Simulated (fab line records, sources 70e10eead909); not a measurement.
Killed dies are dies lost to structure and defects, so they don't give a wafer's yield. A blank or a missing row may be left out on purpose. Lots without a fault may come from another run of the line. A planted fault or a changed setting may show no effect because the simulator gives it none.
Chamber matching | flow nand_harc | NHARC_P_GATE_DESCUM_93 on rie_diel-10: 4 sister chambers
The step chemistry O2, time 3 s. 14 wafers are shown with their chamber, then 7 later ones without.

WAFERS WITH THEIR CHAMBER
wafer  | chamber | showerhead_plenum_p_Torr (Torr) | drypump_motor_current_A (A) | rf_vpp_V (V)
L968.1 | 2       | 2.05                            | 5.0                         | 58.3
L968.2 | 1       | 1.81                            | 5.4                         | 56.2
L968.5 | 2       | 2.05                            | 5.0                         | 59.0
L977.1 | 2       | 2.05                            | 5.0                         | 59.0
L977.2 | 3       | 2.05                            | 5.2                         | 57.8
L977.6 | 2       | 2.05                            | 5.0                         | 58.4
L979.1 | 1       | 1.80                            | 5.4                         | 57.5
L979.3 | 3       | 2.05                            | 5.2                         | 58.0
L979.4 | 0       | 1.90                            | 6.7                         | 57.4
L983.1 | 3       | 2.05                            | 5.1                         | 58.5
L983.3 | 2       | 2.05                            | 5.0                         | 59.3
L983.4 | 1       | 1.80                            | 5.5                         | 57.0
L984.2 | 3       | 2.05                            | 5.1                         | 57.2
L984.3 | 0       | 1.89                            | 6.7                         | 58.9

SIGNATURES (means of the wafers above)
reading                  | chamber 0 | chamber 1 | chamber 2 | chamber 3 | scatter within a chamber
showerhead_plenum_p_Torr | 1.8950    | 1.8033    | 2.0500    | 2.0500    | 0.00342
drypump_motor_current_A  | 6.700     | 5.433     | 5.000     | 5.150     | 0.0408
rf_vpp_V                 | 58.150    | 56.900    | 58.800    | 57.875    | 0.599
Rule: a wafer's distance from a chamber is the root of the sum, over the readings, of the square of ((its reading less the chamber's mean) divided by the reading's scatter). The wafer belongs to the nearest chamber; if the next one is less than 2 further off, it can't be placed. The scatter: the root of (the sum of the squares of (reading less its chamber's mean) over the shown wafers, divided by (wafers less chambers)).

WAFERS WITHOUT THEIR CHAMBER
wafer  | showerhead_plenum_p_Torr (Torr) | drypump_motor_current_A (A) | rf_vpp_V (V)
L984.6 | 1.89                            | 6.7                         | 57.7
L985.2 | 1.89                            | 6.7                         | 57.7
L985.3 | 2.05                            | 5.2                         | 59.5
L985.5 | 2.05                            | 5.2                         | 59.5
L986.2 | 1.89                            | 6.6                         | 58.2
L986.3 | 2.05                            | 5.0                         | 58.9
L986.6 | 1.80                            | 5.5                         | 59.2

WHICH CHAMBER EACH WENT THROUGH
wafer  | from the rows above | in truth
L984.6 | 0                   | 0
L985.2 | 0                   | 0
L985.3 | 3                   | 3
L985.5 | 3                   | 3
L986.2 | 0                   | 0
L986.3 | 2                   | 2
L986.6 | 1                   | 1
Placed correctly: 7 of 7. Can't be placed from these rows: 0. Placed wrongly: 0.
